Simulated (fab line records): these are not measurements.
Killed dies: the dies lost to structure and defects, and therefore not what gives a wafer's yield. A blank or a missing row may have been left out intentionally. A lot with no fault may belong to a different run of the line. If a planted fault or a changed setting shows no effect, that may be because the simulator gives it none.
8D (eight disciplines) problem report, filled in by code    flow n5_finfet    the parts of the form that need people (team, actions taken, sign-off) are left out

1. THE PROBLEM
Wafers without a fault read 1500.1 rpm, standard deviation 1.2; spin_speed_rpm at N5_BEOL_M6_COAT_60 reads a mean of 1548.2 rpm on 6 wafers belonging to 2 lots. Measured from the usual mean, that is +40 standard deviations.
The step: time 60 s, resist thk 35 nm.
Earliest sighting: wafer L984.1 on litho_track-03 at day 14 10:16. At this step, 36 wafers from 12 lots have a number in the record. The rule behind "out" and "out of limits": a value lying over 4 standard deviations away from the usual mean. Any other wafer with a number is counted as sound.

2. WHAT IT IS; WHAT IT IS NOT
question                     is                      is not
which readings at this step  spin_speed_rpm          -
which lots                   L984, L988              L972, L976, L977, L981, L982, L989, L992, L993, L994, L995
which wafers of those lots   all that have a number  -
read on which tools          litho_track-03          litho_track-02, litho_track-04
when                         from day 14 10:16       up to then (15 sound wafers); but 15 sound wafers of L989, L992, L993, L994, L995 came after

3. WHAT RULES OUT EACH SUSPECT
Counting: a tool stays on the suspect list if, at a process step up to the reading, it processed all lots that are out and no sound lot following the first of them.
- litho_track-03 at N5_BEOL_M6_COAT_60 (time 60 s, resist thk 35 nm): kept. Every lot that is out went through it, starting with L984 (day 14 10:16), and after that it ran no sound lot; the last sound lot it ran before then is L981 (day 13 07:01). On those wafers its own readings are out: spin_speed_rpm.
Left after counting: litho_track-03 at N5_BEOL_M6_COAT_60.

4. THE CAUSE (what the simulator had put in)
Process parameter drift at N5_BEOL_M6_COAT_60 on litho_track-03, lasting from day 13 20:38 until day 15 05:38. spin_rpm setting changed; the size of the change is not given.
After counting, this tool was the only one left.

5. THE CHAIN OF EFFECTS, in route order
Each row: a reading where the mean over the struck wafers with a number is more than 3 standard deviations away from the usual. Only readings for which the record gives a usual standard deviation are gone through. hours: the time from each lot's start at the first step in this table that gives one to its start at this step, as a median over the lots. sigmas: the change in usual standard deviations.
hours  step                reading         usual       on struck wafers  change  sigmas
0      N5_BEOL_M6_COAT_60  spin_speed_rpm  1500.1 rpm  1548.2            +48.1   +40
The process steps in it:
- N5_BEOL_M6_COAT_60: time 60 s, resist thk 35 nm.
Later measuring or inspecting steps at which every struck wafer that the step has a row for has a number for every such reading, and none has moved that far: N5_BEOL_M6_CD_MEAS_11.

6. HOW IT WOULD HAVE BEEN CAUGHT EARLIER
In this record the first reading out of limits was taken at day 14 10:16, 14 hours after the fault began at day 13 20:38.
